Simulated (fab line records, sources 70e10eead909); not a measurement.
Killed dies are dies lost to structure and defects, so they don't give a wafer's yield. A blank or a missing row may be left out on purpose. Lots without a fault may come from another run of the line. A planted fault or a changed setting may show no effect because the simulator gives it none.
Chamber matching | flow nand_harc | NHARC_HYBRID_BOND_ACTIVATE_00 on rie_diel-02: 4 sister chambers
The step chemistry N2, time 60 s. 14 wafers are shown with their chamber, then 7 later ones without.

WAFERS WITH THEIR CHAMBER
wafer  | chamber | drypump_motor_current_A (A) | oes_product_au (a.u.) | rf_vpp_V (V)
L521.3 | 0       | 5.8                         | 0.979                 | 64.7
L521.4 | 2       | 5.7                         | 0.991                 | 64.0
L521.6 | 0       | 5.8                         | 0.980                 | 64.0
L523.2 | 3       | 6.0                         | 1.010                 | 65.9
L523.3 | 0       | 5.8                         | 0.989                 | 65.7
L523.6 | 1       | 6.4                         | 0.998                 | 63.2
L524.1 | 3       | 6.0                         | 1.014                 | 66.2
L524.4 | 1       | 6.4                         | 0.996                 | 62.5
L524.6 | 2       | 5.7                         | 0.980                 | 64.0
L531.3 | 1       | 6.4                         | 0.990                 | 64.0
L531.4 | 2       | 5.7                         | 0.980                 | 63.5
L531.6 | 3       | 6.1                         | 1.014                 | 64.4
L534.1 | 3       | 6.1                         | 1.018                 | 64.4
L534.3 | 1       | 6.4                         | 0.995                 | 63.1

SIGNATURES (means of the wafers above)
reading                 | chamber 0 | chamber 1 | chamber 2 | chamber 3 | scatter within a chamber
drypump_motor_current_A | 5.800     | 6.400     | 5.700     | 6.050     | 0.0316
oes_product_au          | 0.98267   | 0.99475   | 0.98367   | 1.01400   | 0.00456
rf_vpp_V                | 64.800    | 63.200    | 63.833    | 65.225    | 0.744
Rule: a wafer's distance from a chamber is the root of the sum, over the readings, of the square of ((its reading less the chamber's mean) divided by the reading's scatter). The wafer belongs to the nearest chamber; if the next one is less than 2 further off, it can't be placed. The scatter: the root of (the sum of the squares of (reading less its chamber's mean) over the shown wafers, divided by (wafers less chambers)).

WAFERS WITHOUT THEIR CHAMBER
wafer  | drypump_motor_current_A (A) | oes_product_au (a.u.) | rf_vpp_V (V)
L534.5 | 5.8                         | 1.002                 | 64.4
L544.4 | 6.0                         | 0.995                 | 65.8
L544.5 | 6.4                         | 1.000                 | 63.5
L544.6 | 5.8                         | 1.006                 | 65.4
L543.1 | 6.4                         | 1.000                 | 65.3
L543.3 | 5.7                         | 1.007                 | 64.2
L543.4 | 6.0                         | 1.003                 | 63.4

WHICH CHAMBER EACH WENT THROUGH
wafer  | from the rows above     | in truth
L534.5 | can't be placed: 0 or 2 | 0
L544.4 | 3                       | 3
L544.5 | 1                       | 1
L544.6 | can't be placed: 0 or 2 | 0
L543.1 | 1                       | 1
L543.3 | can't be placed: 2 or 0 | 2
L543.4 | 3                       | 3
Placed correctly: 4 of 7. Can't be placed from these rows: 3 (the true chamber is among the candidates in 3). Placed wrongly: 0.
